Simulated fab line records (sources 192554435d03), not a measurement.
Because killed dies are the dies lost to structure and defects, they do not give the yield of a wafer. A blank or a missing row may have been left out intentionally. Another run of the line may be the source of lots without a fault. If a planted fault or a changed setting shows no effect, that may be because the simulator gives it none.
Matching of chambers / flow n5_finfet / N5_BEOL_M7_ILD_DEP_00 on pecvd-03: 3 sister chambers
The step deposits SiCOH lowk from DEMS/porogen, target thk 179.75 nm, time 33.4 s. 16 wafers are shown with their chamber, then 8 later ones without.

WAFERS WITH THEIR CHAMBER
wafer=L074.2; chamber=2; throttle_valve_pct (%)=13.2; showerhead_plenum_p_Torr (Torr)=5.752; heater_power_outer_w (W)=171
wafer=L074.4; chamber=0; throttle_valve_pct (%)=15.3; showerhead_plenum_p_Torr (Torr)=5.724; heater_power_outer_w (W)=154
wafer=L074.5; chamber=2; throttle_valve_pct (%)=13.5; showerhead_plenum_p_Torr (Torr)=5.743; heater_power_outer_w (W)=173
wafer=L076.3; chamber=0; throttle_valve_pct (%)=15.5; showerhead_plenum_p_Torr (Torr)=5.719; heater_power_outer_w (W)=108
wafer=L076.5; chamber=2; throttle_valve_pct (%)=13.2; showerhead_plenum_p_Torr (Torr)=5.749; heater_power_outer_w (W)=186
wafer=L076.6; chamber=1; throttle_valve_pct (%)=13.7; showerhead_plenum_p_Torr (Torr)=5.713; heater_power_outer_w (W)=142
wafer=L077.2; chamber=1; throttle_valve_pct (%)=13.6; showerhead_plenum_p_Torr (Torr)=5.734; heater_power_outer_w (W)=138
wafer=L077.3; chamber=2; throttle_valve_pct (%)=13.4; showerhead_plenum_p_Torr (Torr)=5.766; heater_power_outer_w (W)=154
wafer=L077.4; chamber=1; throttle_valve_pct (%)=13.9; showerhead_plenum_p_Torr (Torr)=5.725; heater_power_outer_w (W)=145
wafer=L081.3; chamber=1; throttle_valve_pct (%)=14.3; showerhead_plenum_p_Torr (Torr)=5.727; heater_power_outer_w (W)=98
wafer=L081.4; chamber=0; throttle_valve_pct (%)=15.4; showerhead_plenum_p_Torr (Torr)=5.719; heater_power_outer_w (W)=109
wafer=L081.6; chamber=2; throttle_valve_pct (%)=13.7; showerhead_plenum_p_Torr (Torr)=5.755; heater_power_outer_w (W)=187
wafer=L084.2; chamber=1; throttle_valve_pct (%)=13.9; showerhead_plenum_p_Torr (Torr)=5.729; heater_power_outer_w (W)=136
wafer=L084.3; chamber=0; throttle_valve_pct (%)=15.7; showerhead_plenum_p_Torr (Torr)=5.723; heater_power_outer_w (W)=161
wafer=L084.4; chamber=2; throttle_valve_pct (%)=13.6; showerhead_plenum_p_Torr (Torr)=5.769; heater_power_outer_w (W)=182
wafer=L083.2; chamber=0; throttle_valve_pct (%)=15.4; showerhead_plenum_p_Torr (Torr)=5.729; heater_power_outer_w (W)=101

SIGNATURES (means of the wafers above)
reading=throttle_valve_pct; chamber 0=15.460; chamber 1=13.880; chamber 2=13.433; scatter within a chamber=0.214
reading=showerhead_plenum_p_Torr; chamber 0=5.72280; chamber 1=5.72560; chamber 2=5.75567; scatter within a chamber=0.00792
reading=heater_power_outer_w; chamber 0=126.60; chamber 1=131.80; chamber 2=175.50; scatter within a chamber=20.6
Rule: a wafer lies at a distance from a chamber equal to the root of the sum of squares, over the readings, of (its reading less the chamber's mean, divided by the reading's scatter). If the next closest chamber is less than 2 further off than the closest, the wafer can't be placed; otherwise it belongs to the closest. How the scatter is found: for the shown wafers, subtract from each reading the mean of its chamber, square and add these, divide the total by (wafers less chambers), then take the root.

WAFERS WITHOUT THEIR CHAMBER
wafer=L083.5; throttle_valve_pct (%)=15.4; showerhead_plenum_p_Torr (Torr)=5.716; heater_power_outer_w (W)=106
wafer=L083.6; throttle_valve_pct (%)=13.5; showerhead_plenum_p_Torr (Torr)=5.773; heater_power_outer_w (W)=185
wafer=L090.1; throttle_valve_pct (%)=13.4; showerhead_plenum_p_Torr (Torr)=5.777; heater_power_outer_w (W)=142
wafer=L090.3; throttle_valve_pct (%)=13.8; showerhead_plenum_p_Torr (Torr)=5.722; heater_power_outer_w (W)=138
wafer=L090.5; throttle_valve_pct (%)=13.7; showerhead_plenum_p_Torr (Torr)=5.727; heater_power_outer_w (W)=142
wafer=L096.2; throttle_valve_pct (%)=14.0; showerhead_plenum_p_Torr (Torr)=5.720; heater_power_outer_w (W)=139
wafer=L096.4; throttle_valve_pct (%)=15.4; showerhead_plenum_p_Torr (Torr)=5.712; heater_power_outer_w (W)=154
wafer=L096.6; throttle_valve_pct (%)=13.7; showerhead_plenum_p_Torr (Torr)=5.745; heater_power_outer_w (W)=189

CHAMBER TAKEN BY EACH
wafer=L083.5; from the rows above=0; in truth=0
wafer=L083.6; from the rows above=2; in truth=2
wafer=L090.1; from the rows above=2; in truth=2
wafer=L090.3; from the rows above=1; in truth=1
wafer=L090.5; from the rows above=1; in truth=1
wafer=L096.2; from the rows above=1; in truth=1
wafer=L096.4; from the rows above=0; in truth=0
wafer=L096.6; from the rows above=can't be placed: 2 or 1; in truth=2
Placed correctly: 7 of 8. Cannot be placed on the basis of these rows: 1; the candidates contain the true chamber in 1. 0 placed wrongly.
